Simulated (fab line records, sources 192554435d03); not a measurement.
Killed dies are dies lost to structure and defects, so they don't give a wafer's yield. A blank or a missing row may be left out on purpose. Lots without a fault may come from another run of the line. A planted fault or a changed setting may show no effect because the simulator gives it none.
Problem report in the 8D (eight disciplines) form, filled by code | flow n5_finfet | the parts of the form that need people (team, actions taken, sign-off) are left out

1. THE PROBLEM
beam_energy_keV at N5_MOL_CONTACT_COAG_IMPLANT_129 reads a mean of 1.5543 on 6 wafers of 2 lots; wafers without a fault read 3.0001 with a standard deviation of 0.0009. That is -99 or more standard deviations from the usual mean.
First seen on wafer L159.2, day 7 20:33, on implanter-01. The record holds 18 wafers of 6 lots with a number at this step. Rule for "out", or "out of limits": more than 4 standard deviations from the usual mean. The other wafers with a number count as sound.

2. WHAT IT IS AND WHAT IT IS NOT
question                    | is                                         | is not
which readings at this step | beam_energy_keV, end_station_pressure_torr | -
which lots                  | L159, L161                                 | L147, L156, L168, L169
which wafers of those lots  | all that have a number                     | -
read on which tools         | implanter-01                               | implanter-02
when                        | from day 7 20:33                           | up to then (6 sound wafers); but 6 sound wafers of L168, L169 came after

3. SUSPECTS, AND WHAT RULES EACH OUT
Counting: a tool at a process step up to the reading stays a suspect if it ran every lot that is out and no sound lot after the first of them.
- implanter-01 at N5_MOL_CONTACT_COAG_IMPLANT_129: kept. It ran every lot that is out, first L159 (day 7 20:33), and no sound lot after that; its last sound lot up to then is L156 (day 6 20:41). Its own readings are out on those wafers: beam_energy_keV, end_station_pressure_torr.
Left after counting: implanter-01 at N5_MOL_CONTACT_COAG_IMPLANT_129.

4. THE CAUSE (what the simulator had put in)
Process parameter drift: implanter-01, from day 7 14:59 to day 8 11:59, at N5_MOL_CONTACT_COAG_IMPLANT_129. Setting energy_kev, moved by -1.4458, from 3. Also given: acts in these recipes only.
Counting left only this tool.

5. THE CHAIN OF EFFECTS, in route order
Each row: a reading whose mean over the struck wafers that have a number lies more than 3 standard deviations from the usual. Only readings for which the record gives a usual standard deviation are gone through. hours: the time from each lot's start at the first step in this table that gives one to its start at this step, as a median over the lots. sigmas: the change in usual standard deviations.
hours | step                            | reading                   | usual        | on struck wafers | change   | sigmas
0     | N5_MOL_CONTACT_COAG_IMPLANT_129 | beam_energy_keV           | 3.0001       | 1.5543           | -1.4458  | -99 or more
0     | N5_MOL_CONTACT_COAG_IMPLANT_129 | end_station_pressure_torr | 5.9e-06 Torr | 1.1e-05          | +4.6e-06 | +12
The process steps in it:
- N5_MOL_CONTACT_COAG_IMPLANT_129
Later measuring or inspecting steps at which every struck wafer that the step has a row for has a number for every such reading, and none has moved that far: N5_BEOL_M4_RC_MEAS_101.

6. WHAT WOULD HAVE CAUGHT IT SOONER
In this record the first reading out of limits was taken at day 7 20:33, 6 hours after the fault began at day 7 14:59.
